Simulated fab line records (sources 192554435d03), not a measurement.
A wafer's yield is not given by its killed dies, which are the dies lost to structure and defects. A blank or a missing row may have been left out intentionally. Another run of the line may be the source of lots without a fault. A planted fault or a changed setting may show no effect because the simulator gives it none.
Chamber matching / flow n5 finfet / N5_FIN_SAQP_MANDREL_ETCH_58 on rie si-04 has 4 sister chambers
The step etches a-Si in HBr/Cl2, stops on SiNx, target depth 45 nm, bt time 10 s, time 27 s. 22 wafers are shown with their chamber, then 11 later ones without.

== WAFERS PAIRED WITH THEIR CHAMBERS ==
wafer=L074.2; chamber=2; drypump motor current A (A)=5.8; throttle valve pct (%)=35.0; oes product au (a.u.)=0.690
wafer=L074.3; chamber=3; drypump motor current A (A)=6.1; throttle valve pct (%)=35.1; oes product au (a.u.)=0.683
wafer=L074.5; chamber=1; drypump motor current A (A)=4.6; throttle valve pct (%)=36.2; oes product au (a.u.)=0.697
wafer=L075.3; chamber=3; drypump motor current A (A)=6.1; throttle valve pct (%)=35.0; oes product au (a.u.)=0.700
wafer=L075.5; chamber=1; drypump motor current A (A)=4.6; throttle valve pct (%)=36.2; oes product au (a.u.)=0.693
wafer=L075.6; chamber=2; drypump motor current A (A)=5.8; throttle valve pct (%)=35.0; oes product au (a.u.)=0.680
wafer=L078.1; chamber=0; drypump motor current A (A)=5.2; throttle valve pct (%)=35.3; oes product au (a.u.)=0.698
wafer=L078.3; chamber=1; drypump motor current A (A)=4.6; throttle valve pct (%)=36.2; oes product au (a.u.)=0.687
wafer=L078.5; chamber=0; drypump motor current A (A)=5.2; throttle valve pct (%)=35.4; oes product au (a.u.)=0.709
wafer=L079.4; chamber=1; drypump motor current A (A)=4.6; throttle valve pct (%)=36.2; oes product au (a.u.)=0.703
wafer=L079.5; chamber=3; drypump motor current A (A)=6.0; throttle valve pct (%)=35.0; oes product au (a.u.)=0.693
wafer=L079.6; chamber=0; drypump motor current A (A)=5.2; throttle valve pct (%)=35.3; oes product au (a.u.)=0.702
wafer=L082.1; chamber=1; drypump motor current A (A)=4.6; throttle valve pct (%)=36.2; oes product au (a.u.)=0.669
wafer=L082.4; chamber=0; drypump motor current A (A)=5.2; throttle valve pct (%)=35.3; oes product au (a.u.)=0.702
wafer=L082.6; chamber=1; drypump motor current A (A)=4.6; throttle valve pct (%)=36.2; oes product au (a.u.)=0.681
wafer=L085.1; chamber=1; drypump motor current A (A)=4.6; throttle valve pct (%)=36.2; oes product au (a.u.)=0.689
wafer=L085.4; chamber=0; drypump motor current A (A)=5.2; throttle valve pct (%)=35.4; oes product au (a.u.)=0.688
wafer=L085.5; chamber=3; drypump motor current A (A)=6.1; throttle valve pct (%)=35.1; oes product au (a.u.)=0.695
wafer=L088.1; chamber=3; drypump motor current A (A)=6.1; throttle valve pct (%)=35.1; oes product au (a.u.)=0.688
wafer=L088.2; chamber=0; drypump motor current A (A)=5.2; throttle valve pct (%)=35.4; oes product au (a.u.)=0.703
wafer=L088.4; chamber=1; drypump motor current A (A)=4.6; throttle valve pct (%)=36.2; oes product au (a.u.)=0.692
wafer=L089.2; chamber=3; drypump motor current A (A)=6.1; throttle valve pct (%)=35.1; oes product au (a.u.)=0.682

SIGNATURES (averages over the wafers above)
reading=drypump motor current A; chamber 0=5.200; chamber 1=4.600; chamber 2=5.800; chamber 3=6.083; scatter within a chamber=0.0215
reading=throttle valve pct; chamber 0=35.350; chamber 1=36.200; chamber 2=35.000; chamber 3=35.067; scatter within a chamber=0.0397
reading=oes product au; chamber 0=0.70033; chamber 1=0.68888; chamber 2=0.68500; chamber 3=0.69017; scatter within a chamber=0.0085
Rule: a wafer's distance from a chamber is the root of the sum, over the readings, of the square of ((its reading less the chamber's mean) divided by the reading's scatter). The wafer belongs to the nearest chamber; if the next one is less than 2 further off, it can't be placed. The scatter is the square root of a quotient: the sum, over the shown wafers, of each reading's squared deviation from its chamber's mean, divided by wafers minus chambers.

== WAFERS WHOSE CHAMBER IS MISSING ==
wafer=L089.4; drypump motor current A (A)=5.2; throttle valve pct (%)=35.4; oes product au (a.u.)=0.698
wafer=L089.5; drypump motor current A (A)=6.1; throttle valve pct (%)=35.0; oes product au (a.u.)=0.700
wafer=L091.2; drypump motor current A (A)=6.1; throttle valve pct (%)=35.1; oes product au (a.u.)=0.677
wafer=L091.3; drypump motor current A (A)=5.2; throttle valve pct (%)=35.4; oes product au (a.u.)=0.695
wafer=L091.5; drypump motor current A (A)=5.2; throttle valve pct (%)=35.3; oes product au (a.u.)=0.699
wafer=L095.2; drypump motor current A (A)=5.2; throttle valve pct (%)=35.4; oes product au (a.u.)=0.683
wafer=L095.3; drypump motor current A (A)=6.0; throttle valve pct (%)=35.1; oes product au (a.u.)=0.687
wafer=L095.4; drypump motor current A (A)=4.6; throttle valve pct (%)=36.2; oes product au (a.u.)=0.689
wafer=L096.2; drypump motor current A (A)=6.0; throttle valve pct (%)=35.1; oes product au (a.u.)=0.684
wafer=L096.3; drypump motor current A (A)=5.8; throttle valve pct (%)=35.0; oes product au (a.u.)=0.692
wafer=L096.6; drypump motor current A (A)=4.6; throttle valve pct (%)=36.2; oes product au (a.u.)=0.683

== CHAMBER TAKEN BY EACH ==
wafer=L089.4; from the rows above=0; in truth=0
wafer=L089.5; from the rows above=3; in truth=3
wafer=L091.2; from the rows above=3; in truth=3
wafer=L091.3; from the rows above=0; in truth=0
wafer=L091.5; from the rows above=0; in truth=0
wafer=L095.2; from the rows above=0; in truth=0
wafer=L095.3; from the rows above=3; in truth=3
wafer=L095.4; from the rows above=1; in truth=1
wafer=L096.2; from the rows above=3; in truth=3
wafer=L096.3; from the rows above=2; in truth=2
wafer=L096.6; from the rows above=1; in truth=1
Correct placement for 11 of the 11. Can't be placed from these rows: 0. Placed wrongly: 0.
